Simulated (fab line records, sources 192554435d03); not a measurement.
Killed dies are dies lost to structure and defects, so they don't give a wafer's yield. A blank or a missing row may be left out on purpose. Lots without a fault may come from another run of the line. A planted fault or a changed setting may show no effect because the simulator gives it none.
One fault seen from 2 desks | flow n5_finfet | each desk has only its own numbers; what lay behind them comes last

THE TOOL OWNER'S DESK: ald_metal-04
The tool's own readings at N5_MOL_CONTACT_COAG_ALD_20 (deposits TiN, target thk 1.5 nm, pulse time 1 s, purge time 3 s): means of the sampled wafers that have a number, for each lot that ran on this tool. A lot is out of limits, marked OUT, if its mean lies more than 4 standard deviations from the usual mean; the brackets give that distance.
Columns: A = heater_power_w at N5_MOL_CONTACT_COAG_ALD_20, usual 926 W; B = precursor_pulse_height_rel at N5_MOL_CONTACT_COAG_ALD_20, usual 1.000; C = susceptor_temp_C at N5_MOL_CONTACT_COAG_ALD_20, usual 399.99 C
lot  | first seen here | A    | B     | C
L275 | day 5 04:23     | 1024 | 0.993 | 400.04
L277 | day 5 15:06     | 983  | 1.005 | 399.94
L278 | day 5 17:20     | 956  | 1.009 | 399.90
L282 | day 7 01:53     | 926  | 0.982 | 399.99
L283 | day 7 08:36     | 874  | 0.987 | 400.23
L295 | day 10 11:40    | 862  | 1.008 | 374.71 (-99 or more) OUT
L296 | day 10 17:34    | 832  | 0.981 | 374.62 (-99 or more) OUT
This desk's finding: out of limits on L295, L296; first on L295, day 10 11:40 (susceptor_temp_C at N5_MOL_CONTACT_COAG_ALD_20). In limits: L275, L277, L278, L282, L283.

THE METROLOGY DESK
What the gauges read, lot by lot, whatever tool the lot ran on: means of the sampled wafers that have a number. A lot is out of limits, marked OUT, if its mean lies more than 4 standard deviations from the usual mean; the brackets give that distance.
Columns: A = cd_nm at N5_MOL_CONTACT_COAG_CD_MEAS_99, usual 17.1 nm
lot  | first seen here | A
L275 | day 5 01:43     | 17.2
L276 | day 5 03:32     | 17.1
L277 | day 5 14:29     | 17.1
L278 | day 5 16:45     | 17.1
L282 | day 7 01:19     | 17.2
L283 | day 7 05:53     | 17.4
L284 | day 7 18:27     | 17.3
L286 | day 8 09:23     | 16.8
L289 | day 8 23:28     | 16.9
L295 | day 10 09:35    | 17.3
L296 | day 10 16:10    | 17.3
This desk's finding: nothing out of limits on any of the 11 lots.

PUT TOGETHER
The tool owner's desk could have raised an alarm at day 10 11:40, on L295, L296.
The metrology desk saw nothing out of limits.
The metrology desk has L295, L296 on record, within its limits.
Of the lots named, all ran N5_MOL_CONTACT_COAG_ALD_20 on ald_metal-04.

WHAT THE SIMULATOR HAD PUT IN
Process parameter drift: ald_metal-04, from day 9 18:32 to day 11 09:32, at N5_MOL_CONTACT_COAG_ALD_20. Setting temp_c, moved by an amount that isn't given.
Lots struck among those shown: L295, L296.
Hours from the fault's start to each desk's first reading out of limits: the tool owner's desk, 17.
